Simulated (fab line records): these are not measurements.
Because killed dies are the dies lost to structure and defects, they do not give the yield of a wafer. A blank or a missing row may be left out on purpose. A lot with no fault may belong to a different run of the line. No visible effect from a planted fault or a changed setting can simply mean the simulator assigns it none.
Matching of chambers ; flow n5_finfet ; 4 sister chambers for N5_BEOL_M5_STRIP_64 on rie_diel-01
The step strips in CF4. 4 wafers are shown with their chamber, then 7 later ones without.

== WAFERS WITH THEIR CHAMBER ==
wafer;chamber;showerhead_plenum_p_Torr (Torr)
L089.5;2;1.77
L093.6;0;1.81
L094.1;3;1.73
L094.2;1;1.83

== WAFERS WITHOUT THEIR CHAMBER ==
wafer;showerhead_plenum_p_Torr (Torr)
L094.4;1.83
L095.2;1.72
L095.5;1.72
L095.6;1.83
L096.1;1.72
L096.2;1.81
L096.3;1.76

== EACH ONE'S CHAMBER ==
wafer;from the rows above;in truth
L094.4;1;1
L095.2;3;3
L095.5;3;3
L095.6;1;1
L096.1;3;3
L096.2;0;0
L096.3;2;2
Correctly placed: 7 of 7. Not placeable from these rows: 0. Placed wrongly: 0.
How it was worked out, from the rows above alone: a wafer's distance from a chamber is the root of the sum, over the readings, of the square of ((its reading less the chamber's mean) divided by the reading's scatter). The wafer belongs to the nearest chamber; if the next one is less than 2 further off, it can't be placed. Each chamber's mean is taken over the wafers shown for it. The scatter: root of mean squared gap, hidden wafer to nearest shown wafer, with one shown wafer a chamber.
